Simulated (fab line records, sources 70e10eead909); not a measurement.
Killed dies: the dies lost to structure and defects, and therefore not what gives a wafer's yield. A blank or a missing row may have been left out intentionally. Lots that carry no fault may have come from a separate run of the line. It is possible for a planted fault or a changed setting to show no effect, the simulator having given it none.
Which tool did it?	flow nand harc	72 wafers from 24 lots sampled at 6 of the route's 1302 steps

== WHAT THE GAUGES SHOWED, per wafer ==
Not one reading of a measure or inspect step in the record can be checked against a usual standard deviation.

== WHICH TOOL RAN EACH LOT (tool, then ch and the chambers of the sampled wafers, then the start) ==
lot	NHARC_A_STAIRCASE_ETCH_21	NHARC_A_STAIRCASE_ETCH_27	NHARC_A_STAIRCASE_TRIM_202	NHARC_A_STAIRCASE_DESCUM_219	NHARC_A_STAIRCASE_ETCH_227	NHARC_A_STAIRCASE_TRIM_235
L075	rie diel-02 ch 0,1,2, day 16 00:52 or earlier	rie diel-02 ch 0,2,3, day 16 00:52 or earlier	rie diel-02 ch 0,2, day 16 00:52 or earlier	rie diel-10 ch 0,1,3, day 16 00:52	rie diel-10 ch 1,3, no start	rie diel-10 ch 1,3, no start
L074	rie diel-10 ch 0,1,3, day 16 01:41 or earlier	rie diel-10 ch 0,1,2, day 16 01:41 or earlier	rie diel-09 ch 0,2, day 16 01:41 or earlier	rie diel-02 ch 0,2, day 16 01:41	rie diel-02 ch 1,2, no start	rie diel-10 ch 0,2,3, no start
L076	rie diel-09 ch 0,1,3, day 17 00:00 or earlier	rie diel-09 ch 0,1,2, day 17 00:00 or earlier	rie diel-10 ch 0,1,2, day 17 00:00 or earlier	rie diel-02 ch 0,2,3, day 17 00:00	rie diel-02 ch 0,2,3, no start	rie diel-09 ch 0,2,3, no start
L077	rie diel-02 ch 0,1,2, day 16 22:07 or earlier	rie diel-02 ch 0,1,2, day 16 22:07 or earlier	rie diel-09 ch 1,2,3, day 16 22:07 or earlier	rie diel-09 ch 0,1, day 16 22:07	rie diel-09 ch 1,2,3, no start	rie diel-09 ch 1,3, no start
L078	rie diel-09 ch 0,1,3, day 17 12:55 or earlier	rie diel-09 ch 1,2,3, day 17 12:55 or earlier	rie diel-10 ch 0,2,3, day 17 12:55 or earlier	rie diel-10 ch 0,1,2, day 17 12:55	rie diel-10 ch 1,2, no start	rie diel-09 ch 0,1,3, no start
L080	rie diel-10 ch 0,1,3, day 18 00:15 or earlier	rie diel-10 ch 0,2,3, day 18 00:15 or earlier	rie diel-02 ch 0,2,3, day 18 00:15 or earlier	rie diel-10 ch 0,1,2, day 18 00:15	rie diel-10 ch 0,1,2, no start	rie diel-10 ch 0,2,3, no start
L081	rie diel-10 ch 0,1,2, day 18 08:58 or earlier	rie diel-10 ch 0,1,3, day 18 08:58 or earlier	rie diel-09 ch 0,1,3, day 18 08:58 or earlier	rie diel-02 ch 0,1,3, day 18 08:58	rie diel-02 ch 0,1,3, no start	rie diel-09 ch 0,1,2, no start
L079	rie diel-02 ch 1,3, day 18 09:44 or earlier	rie diel-02 ch 0,1,3, day 18 09:44 or earlier	rie diel-10 ch 0,1,3, day 18 09:44 or earlier	rie diel-09 ch 0,3, day 18 09:44	rie diel-09 ch 0,3, no start	rie diel-09 ch 0,2,3, no start
L083	rie diel-09 ch 1,2, day 19 14:24 or earlier	rie diel-09 ch 0,2, day 19 14:24 or earlier	rie diel-02 ch 0,2,3, day 19 14:24 or earlier	rie diel-10 ch 0,1,2, day 19 14:24	rie diel-10 ch 0,2, no start	rie diel-09 ch 1,2,3, no start
L082	rie diel-02 ch 1,2, day 19 14:35 or earlier	rie diel-02 ch 1,3, day 19 14:35 or earlier	rie diel-10 ch 0,1,2, day 19 14:35 or earlier	rie diel-09 ch 2,3, day 19 14:35	rie diel-09 ch 0,1,2, no start	rie diel-09 ch 0,1,2, no start
L084	rie diel-02 ch 1,2,3, day 20 10:31 or earlier	rie diel-02 ch 0,1, day 20 10:31 or earlier	rie diel-09 ch 0,1, day 20 10:31 or earlier	rie diel-02 ch 0,2,3, day 20 10:31	rie diel-02 ch 0,2,3, no start	rie diel-02 ch 0,2,3, no start
L085	rie diel-09 ch 1,2, day 20 19:01 or earlier	rie diel-09 ch 0,3, day 20 19:01 or earlier	rie diel-02 ch 0,3, day 20 19:01 or earlier	rie diel-02 ch 2,3, day 20 19:01	rie diel-02 ch 0,2,3, no start	rie diel-02 ch 0,3, no start
L087	rie diel-02 ch 0,3, day 20 19:36 or earlier	rie diel-02 ch 0,2, day 20 19:36 or earlier	rie diel-09 ch 1,2, day 20 19:36 or earlier	rie diel-10 ch 0,1, day 20 19:36	rie diel-10 ch 1,3, no start	rie diel-10 ch 0,1, no start
L086	rie diel-09 ch 0,2,3, day 20 23:28 or earlier	rie diel-09 ch 0,1,3, day 20 23:28 or earlier	rie diel-09 ch 0,2, day 20 23:28 or earlier	rie diel-09 ch 0,2, day 20 23:28	rie diel-09 ch 0,1, no start	rie diel-02 ch 0,2,3, no start
L088	rie diel-10 ch 0,1,2, day 22 03:01 or earlier	rie diel-10 ch 0,1,3, day 22 03:01 or earlier	rie diel-10 ch 0,1, day 22 03:01 or earlier	rie diel-10 ch 1,2,3, day 22 03:01	rie diel-10 ch 0,2,3, no start	rie diel-02 ch 0,2,3, no start
L089	rie diel-02 ch 2,3, day 22 03:25 or earlier	rie diel-02 ch 2,3, day 22 03:25 or earlier	rie diel-02 ch 0,1, day 22 03:25 or earlier	rie diel-02 ch 0,1, day 22 03:25	rie diel-02 ch 1,2,3, no start	rie diel-02 ch 0,2,3, no start
L090	rie diel-02 ch 1,2,3, day 22 22:05 or earlier	rie diel-02 ch 0,1,2, day 22 22:05 or earlier	rie diel-02 ch 0,1,2, day 22 22:05 or earlier	rie diel-09 ch 0,1,2, day 22 22:05	rie diel-09 ch 0,1,2, no start	rie diel-09 ch 1,2,3, no start
L091	rie diel-10 ch 1,2,3, day 22 22:33 or earlier	rie diel-10 ch 1,2,3, day 22 22:33 or earlier	rie diel-09 ch 0,1,2, day 22 22:33 or earlier	rie diel-02 ch 1,2,3, day 22 22:33	rie diel-02 ch 1,2,3, no start	rie diel-02 ch 0,1,3, no start
L093	rie diel-09 ch 0,2,3, day 23 11:17 or earlier	rie diel-09 ch 0,2,3, day 23 11:17 or earlier	rie diel-02 ch 0,2,3, day 23 11:17 or earlier	rie diel-09 ch 0,1,3, day 23 11:17	rie diel-09 ch 1,2,3, no start	rie diel-02 ch 1,2,3, no start
L092	rie diel-02 ch 1,3, day 23 11:55 or earlier	rie diel-02 ch 0,2,3, day 23 11:55 or earlier	rie diel-10 ch 1,3, day 23 11:55 or earlier	rie diel-02 ch 0,2,3, day 23 11:55	rie diel-02 ch 0,1,3, no start	rie diel-02 ch 0,2,3, no start
L094	rie diel-09 ch 0,2,3, day 24 12:24 or earlier	rie diel-09 ch 0,1,2, day 24 12:24 or earlier	rie diel-02 ch 0,2, day 24 12:24 or earlier	rie diel-09 ch 2,3, day 24 12:24	rie diel-09 ch 0,2, no start	rie diel-02 ch 0,2, no start
L095	rie diel-10 ch 0,2,3, day 24 13:04 or earlier	rie diel-10 ch 0,1,2, day 24 13:04 or earlier	rie diel-10 ch 1,2,3, day 24 13:04 or earlier	rie diel-09 ch 1,2,3, day 24 13:04	rie diel-09 ch 0,1,3, no start	rie diel-10 ch 0,1,2, no start
L097	rie diel-10 ch 0,2,3, day 25 05:27 or earlier	rie diel-10 ch 0,2,3, day 25 05:27 or earlier	rie diel-10 ch 1,2,3, day 25 05:27 or earlier	rie diel-09 ch 0,2,3, day 25 05:27	rie diel-09 ch 0,1,2, no start	rie diel-09 ch 0,1,3, no start
L096	rie diel-09 ch 0,1,3, day 25 06:06 or earlier	rie diel-09 ch 1,3, day 25 06:06 or earlier	rie diel-09 ch 0,1,2, day 25 06:06 or earlier	rie diel-10 ch 0,1,3, day 25 06:06	rie diel-10 ch 0,2, no start	rie diel-10 ch 0,1, no start
- NHARC_A_STAIRCASE_ETCH_21: etches the open film in C4F8/O2, target depth 100 nm, time 40.5 s.
- NHARC_A_STAIRCASE_ETCH_27: etches the open film in C4F8/O2, target depth 100 nm, time 40.5 s.
- NHARC_A_STAIRCASE_TRIM_202: chemistry O2, time 211.2 s.
- NHARC_A_STAIRCASE_DESCUM_219: chemistry O2, time 3 s.
- NHARC_A_STAIRCASE_ETCH_227: etches the open film in C4F8/O2, target depth 100 nm, time 40.5 s.
- NHARC_A_STAIRCASE_TRIM_235: chemistry O2, time 211.2 s.

== AS READ BY THE TOOLS THEMSELVES (means over the sampled wafers that have a number; for cases with no such wafer, the mark the record gives instead) ==
NHARC_A_STAIRCASE_ETCH_21. Usual: oes product au 0.946 a.u., standard deviation 0.015; rf vpp V 896 V, standard deviation 5.
lot	tool	oes product au (a.u.)	rf vpp V (V)	flag
L075	rie diel-02	0.943	902	
L074	rie diel-10	0.933	895	
L076	rie diel-09	0.940	895	
L077	rie diel-02	0.920	902	
L078	rie diel-09	0.943	896	
L080	rie diel-10	0.970	895	
L081	rie diel-10	0.966	896	
L079	rie diel-02	0.963	897	
L083	rie diel-09	0.980	890	
L082	rie diel-02	0.944	903	
L084	rie diel-02	0.939	898	
L085	rie diel-09	0.937	891	
L087	rie diel-02	0.938	895	
L086	rie diel-09	0.948	892	
L088	rie diel-10	0.938	894	
L089	rie diel-02	0.936	899	
L090	rie diel-02	0.940	898	
L091	rie diel-10	0.946	895	
L093	rie diel-09	0.947	892	
L092	rie diel-02	0.933	894	
L094	rie diel-09	0.949	893	
L095	rie diel-10	0.936	893	
L097	rie diel-10	0.949	892	
L096	rie diel-09	0.946	893	

NHARC_A_STAIRCASE_ETCH_27. Usual: oes product au 0.942 a.u., standard deviation 0.0092; rf vpp V 896 V, standard deviation 5.
lot	tool	oes product au (a.u.)	rf vpp V (V)	flag
L075	rie diel-02	0.943	900	
L074	rie diel-10	0.938	895	
L076	rie diel-09	0.949	893	
L077	rie diel-02	0.933	902	
L078	rie diel-09	0.952	893	
L080	rie diel-10	0.940	894	
L081	rie diel-10	0.931	894	
L079	rie diel-02	0.948	898	
L083	rie diel-09	0.943	891	
L082	rie diel-02	0.940	897	
L084	rie diel-02	0.949	900	
L085	rie diel-09	0.937	895	
L087	rie diel-02	0.952	905	
L086	rie diel-09	0.936	894	
L088	rie diel-10	0.938	894	
L089	rie diel-02	0.944	899	
L090	rie diel-02	0.934	902	
L091	rie diel-10	0.939	894	
L093	rie diel-09	0.957	892	
L092	rie diel-02	0.951	899	
L094	rie diel-09	0.948	891	
L095	rie diel-10	0.932	894	
L097	rie diel-10	0.939	893	
L096	rie diel-09	0.934	893	

NHARC_A_STAIRCASE_TRIM_202. Usual: drypump motor current A 6.0 A, standard deviation 0.37; oes product au 0.999 a.u., standard deviation 0.0088; rf vpp V 57.7 V, standard deviation 1; showerhead plenum p Torr 3.53 Torr, standard deviation 0.13; throttle valve pct 17.036 %, standard deviation 0.0088.
lot	tool	drypump motor current A (A)	oes product au (a.u.)	rf vpp V (V)	showerhead plenum p Torr (Torr)	throttle valve pct (%)	flag
L075	rie diel-02	6.3	0.998	57.6	3.78	17.026	
L074	rie diel-09	6.1	1.011	57.1	3.39	17.043	
L076	rie diel-10	5.5	0.986	57.3	3.50	17.040	
L077	rie diel-09	6.1	1.005	58.2	3.44	17.047	
L078	rie diel-10	5.9	1.002	56.6	3.47	17.037	
L080	rie diel-02	6.0	0.998	58.0	3.65	17.038	
L081	rie diel-09	6.1	0.998	58.3	3.49	17.040	
L079	rie diel-10	5.7	0.992	57.2	3.50	17.029	
L083	rie diel-02	6.1	1.000	58.0	3.65	17.030	
L082	rie diel-10	5.5	0.996	57.2	3.49	17.035	
L084	rie diel-09	6.2	0.994	57.5	3.45	17.029	
L085	rie diel-02	5.7	0.996	57.6	3.52	17.036	
L087	rie diel-09	6.2	0.996	57.0	3.36	17.045	
L086	rie diel-09	6.1	0.996	57.5	3.37	17.035	
L088	rie diel-10	5.3	0.996	57.2	3.52	17.017	
L089	rie diel-02	6.0	1.000	57.7	3.71	17.037	
L090	rie diel-02	6.1	1.005	58.3	3.70	17.030	
L091	rie diel-09	6.1	1.013	57.4	3.41	17.039	
L093	rie diel-02	6.0	0.994	57.8	3.63	17.027	
L092	rie diel-10	5.8	1.002	58.4	3.48	17.042	
L094	rie diel-02	6.2	1.001	59.5	3.75	17.042	
L095	rie diel-10	5.7	1.000	57.7	3.48	17.033	
L097	rie diel-10	5.7	0.992	58.0	3.48	17.043	
L096	rie diel-09	6.2	1.007	57.7	3.39	17.036	

NHARC_A_STAIRCASE_DESCUM_219. Usual: drypump motor current A 5.9 A, standard deviation 0.39; oes product au 1.000 a.u., standard deviation 0.011; rf vpp V 57.8 V, standard deviation 0.87; showerhead plenum p Torr 1.91 Torr, standard deviation 0.08; throttle valve pct 11.311 %, standard deviation 0.009.
lot	tool	drypump motor current A (A)	oes product au (a.u.)	rf vpp V (V)	showerhead plenum p Torr (Torr)	throttle valve pct (%)	flag
L075	rie diel-10	5.6	0.998	57.6	1.90	11.312	
L074	rie diel-02	6.4	1.001	58.8	2.06	11.305	
L076	rie diel-02	6.0	0.999	58.1	1.99	11.311	
L077	rie diel-09	6.1	0.999	57.9	1.88	11.310	
L078	rie diel-10	5.5	0.989	57.6	1.90	11.310	
L080	rie diel-10	5.5	0.996	57.6	1.90	11.304	
L081	rie diel-02	5.8	0.997	57.6	1.95	11.318	
L079	rie diel-09	6.0	0.996	58.2	1.90	11.309	
L083	rie diel-10	5.5	1.001	58.5	1.89	11.315	
L082	rie diel-09	6.0	1.003	57.3	1.84	11.309	
L084	rie diel-02	6.0	1.004	58.7	1.98	11.313	
L085	rie diel-02	5.8	0.998	57.2	1.91	11.317	
L087	rie diel-10	5.5	1.011	57.6	1.88	11.307	
L086	rie diel-09	6.1	0.989	58.3	1.82	11.304	
L088	rie diel-10	5.6	1.000	58.0	1.89	11.312	
L089	rie diel-02	5.9	1.005	57.8	1.99	11.307	
L090	rie diel-09	6.1	1.001	57.3	1.84	11.311	
L091	rie diel-02	5.9	0.995	58.1	1.94	11.320	
L093	rie diel-09	6.0	0.995	58.0	1.88	11.317	
L092	rie diel-02	6.0	1.004	57.3	1.97	11.320	
L094	rie diel-09	6.0	0.998	56.6	1.82	11.310	
L095	rie diel-09	6.1	0.996	58.1	1.84	11.317	
L097	rie diel-09	6.0	1.011	57.5	1.85	11.313	
L096	rie diel-10	5.6	1.000	57.7	1.88	11.310	

NHARC_A_STAIRCASE_ETCH_227. Usual: oes product au 0.942 a.u., standard deviation 0.011; rf vpp V 896 V, standard deviation 5.
lot	tool	oes product au (a.u.)	rf vpp V (V)	flag
L075	rie diel-10	0.949	895	
L074	rie diel-02	0.936	903	
L076	rie diel-02	0.930	901	
L077	rie diel-09	0.947	894	
L078	rie diel-10	0.942	896	
L080	rie diel-10	0.943	895	
L081	rie diel-02	0.943	898	
L079	rie diel-09	0.931	895	
L083	rie diel-10	0.945	893	
L082	rie diel-09	0.943	892	
L084	rie diel-02	0.947	900	
L085	rie diel-02	0.934	900	
L087	rie diel-10	0.934	896	
L086	rie diel-09	0.940	894	
L088	rie diel-10	0.940	894	
L089	rie diel-02	0.933	897	
L090	rie diel-09	0.945	892	
L091	rie diel-02	0.932	898	
L093	rie diel-09	0.947	892	
L092	rie diel-02	0.946	897	
L094	rie diel-09	0.950	890	
L095	rie diel-09	0.948	893	
L097	rie diel-09	0.953	891	
L096	rie diel-10	0.941	892	

NHARC_A_STAIRCASE_TRIM_235. Usual: drypump motor current A 6.0 A, standard deviation 0.38; oes product au 1.000 a.u., standard deviation 0.01; rf vpp V 57.7 V, standard deviation 0.83; showerhead plenum p Torr 3.52 Torr, standard deviation 0.14; throttle valve pct 17.037 %, standard deviation 0.0085.
lot	tool	drypump motor current A (A)	oes product au (a.u.)	rf vpp V (V)	showerhead plenum p Torr (Torr)	throttle valve pct (%)	flag
L075	rie diel-10	5.4	0.996	57.3	3.55	17.038	
L074	rie diel-10	5.9	0.987	56.8	3.47	17.033	
L076	rie diel-09	6.1	1.008	56.6	3.45	17.034	
L077	rie diel-09	6.1	1.012	58.3	3.48	17.036	
L078	rie diel-09	6.0	0.999	57.8	3.49	17.030	
L080	rie diel-10	5.9	0.992	58.1	3.46	17.030	
L081	rie diel-09	6.2	1.010	57.1	3.42	17.042	
L079	rie diel-09	6.1	0.996	57.2	3.45	17.044	
L083	rie diel-09	6.1	1.004	57.8	3.43	17.043	
L082	rie diel-09	6.2	1.000	56.9	3.42	17.036	
L084	rie diel-02	6.0	1.002	58.5	3.64	17.035	
L085	rie diel-02	5.9	0.996	57.8	3.65	17.035	
L087	rie diel-10	5.5	1.009	57.8	3.47	17.039	
L086	rie diel-02	6.0	0.995	57.7	3.64	17.045	
L088	rie diel-02	6.0	0.996	58.0	3.63	17.033	
L089	rie diel-02	6.1	0.996	58.3	3.63	17.036	
L090	rie diel-09	6.1	1.002	57.0	3.42	17.034	
L091	rie diel-02	5.8	0.995	57.5	3.58	17.041	
L093	rie diel-02	5.9	0.998	58.3	3.57	17.035	
L092	rie diel-02	6.1	1.001	58.2	3.63	17.040	
L094	rie diel-02	6.3	1.003	57.7	3.75	17.036	
L095	rie diel-10	5.5	0.991	56.7	3.47	17.035	
L097	rie diel-09	6.0	0.998	58.2	3.46	17.038	
L096	rie diel-10	5.3	0.996	57.6	3.51	17.026	

== THE ANSWER, worked out from the rows above alone ==
Rule: take the mean of a lot's wafers that have a number; if it is more than 3 standard deviations from the usual mean, the lot is off. Also off: a lot with no number at a reading for which 4 or more lots have one. Where the step has rows for the other lots, those lots are counted as sound. After the gauges, taken in route order, come the tools' own readings; for these a lot's mean is taken, as printed above. The first step at which some lot is off is used, and at that step the reading that is off furthest; a lot without a number counts as furthest.
No lot is off on any of the readings shown, so nothing can be concluded from this.

== WHAT THE SIMULATOR HAD PUT IN ==
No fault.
